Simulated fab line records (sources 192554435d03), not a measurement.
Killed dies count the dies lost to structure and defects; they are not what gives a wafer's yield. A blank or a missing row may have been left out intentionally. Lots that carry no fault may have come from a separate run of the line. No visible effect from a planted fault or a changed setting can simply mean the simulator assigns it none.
Comparing a struck lot with a sound one | flow n5_finfet | 36 steps out of a route of 1938
Sound: the wafers L798.1, L798.3, L798.6. Wafers struck: L784.2, L784.4, L784.5. The cause is given at the end.
At each step with rows: each side's tool, then ch and its chambers, then its first start. Under that, the readings that differ: sound wafers | struck wafers | difference of the means | sigmas: that difference in standard deviations of wafers without a fault.
alike: same words and numbers on both sides, and readings whose means sit less than 2 such deviations apart. not compared: any withheld reading, any reading some wafer has no value for, any bound like >300 that may hide the same value, and any number with overlapping values for which the record gives no deviation.
The two part at a step that has a row with sigmas, a row that says differs or no value, or rows on one side only. Non-overlapping numbers with no deviation appear without sigmas and do not part them. A reading that every wafer of one side lacks parts them only if that side has two wafers or more.

first, 9 steps without rows for these wafers: N5_STI_FIN_REVEAL_PRECLEAN_18 (cleans in SC2, time 45 s); N5_STI_FIN_REVEAL_SRD_28 (time 30 s); N5_DUMMY_GATE_PRECLEAN_00 (cleans in O3/DIW, time 60 s); N5_DUMMY_GATE_SRD_01 (time 30 s); N5_DUMMY_GATE_ALD_02 (deposits SiO2, target thk 2 nm, pulse time 1 s); N5_DUMMY_GATE_CVD_03 (deposits a-Si from SiH4, target thk 150 nm, time 8042 s); N5_DUMMY_GATE_PRECLEAN_46 (cleans in DIW, time 89.5 s); N5_DUMMY_GATE_SRD_47 (dry time 32 s); N5_DUMMY_GATE_CMP_04 (polishes a-Si).
N5_DUMMY_GATE_HM_DEP_06: deposits SiNx from DCS/NH3, target thk 80 nm, time 5141 s.
  sound on lpcvd-01 ch 1/100,1/114,1/90, day 7 13:28; struck on lpcvd-02 ch 1/104,1/109,1/95, day 4 01:54
  reading                                        | sound        | struck         | difference | sigmas
  model.SiNx_of_DUMMY_GATE_HM_DEP_06.thk_nm (nm) | 82 81.8 81.2 | 71.6 71.8 71.6 | -10.0      |
  alike: spike_tc_bottom_C, spike_tc_top_C
then, 24 steps without rows for these wafers: N5_DUMMY_GATE_PECVD_30 (deposits SiO2 from TEOS/O2, target thk 55 nm, time 10.8 s); N5_DUMMY_GATE_COAT_34 (time 60 s, resist thk 60 nm); N5_DUMMY_GATE_COAT_35 (time 60 s, resist thk 10 nm); N5_DUMMY_GATE_COAT_28 (time 60 s, resist thk 10 nm); N5_DUMMY_GATE_COAT_09 (resist thk 30 nm); N5_DUMMY_GATE_EBR_11; N5_DUMMY_GATE_SOFTBAKE_10 (time 60 s); N5_DUMMY_GATE_EXPOSE_12 (exposes mask GATE, target cd 25 nm); N5_DUMMY_GATE_PEB_13 (peb time 60 s); N5_DUMMY_GATE_DEVELOP_14 (develop time 30 s); N5_DUMMY_GATE_DESCUM_20 (chemistry O2, time 6.2 s); N5_DUMMY_GATE_ETCH_29 (etches underlayer in N2/H2, target depth 13 nm); N5_DUMMY_GATE_ETCH_36 (etches SiARC in CF4, target depth 13 nm); N5_DUMMY_GATE_ETCH_37 (etches SOC in N2/H2, target depth 60 nm, overetch 30 nm); N5_DUMMY_GATE_STRIP_38 (strips in N2/H2); N5_DUMMY_GATE_STRIP_39 (strips in N2/H2); N5_DUMMY_GATE_TRIM_49 (chemistry O2, time 29 s, target cd 14 nm); N5_DUMMY_GATE_STRIP_40 (strips in CF4); N5_DUMMY_GATE_ETCH_31 (etches SiO2 in C4F6/O2, target depth 82.5 nm, time 27.5 s); N5_DUMMY_GATE_STRIP_41 (strips in O2); N5_DUMMY_GATE_HM_OPEN_21 (chemistry CH3F/O2, target SiNx, target depth 120 nm, time 171.4 s); N5_DUMMY_GATE_ETCH_32 (etches SiO2 in CF4, target depth 3.5 nm, time 3.9 s); N5_DUMMY_GATE_ETCH_23 (etches poly-Si in HBr/Cl2/O2, target depth 41 nm, time 22.3 s); N5_DUMMY_GATE_ETCH_44 (etches poly-Si in HBr/O2, stops on SiO2, target depth 127.5 nm).
N5_ILD0_CMP_03: polishes, stops on SiNx, t overpolish 1.9 s, target thk 197.38 nm.
  sound on cmp-01 ch 2,3, day 8 09:55; struck on cmp-04 ch 0,2, day 4 21:52
  reading                                        | sound      | struck         | difference | sigmas
  model.SiNx_of_DUMMY_GATE_HM_DEP_06.thk_nm (nm) | 79 78.8 78 | 68.6 68.8 68.6 | -9.9       |
  alike: motor_current_A, overpolish_run_s, time_to_endpoint_s
-- the record jumps here: 5 days lie between the struck wafers' starts before and after (it left off in module ILD0 and takes up again in module BEOL_M4, whose first step shown is number 1111 of the route) --
N5_BEOL_M4_RC_MEAS_101:
  sound on prober-01 ch 0, day 12 20:31; struck on prober-01 ch 0, day 9 11:44
  alike: DIBL_N, DIBL_P, IOFF_N, IOFF_P, ION_N, ION_P, SS_N, SS_P, VT_N, VT_P

WHERE THEY PART
Nowhere in this record.

WHY: the cause the simulator had injected
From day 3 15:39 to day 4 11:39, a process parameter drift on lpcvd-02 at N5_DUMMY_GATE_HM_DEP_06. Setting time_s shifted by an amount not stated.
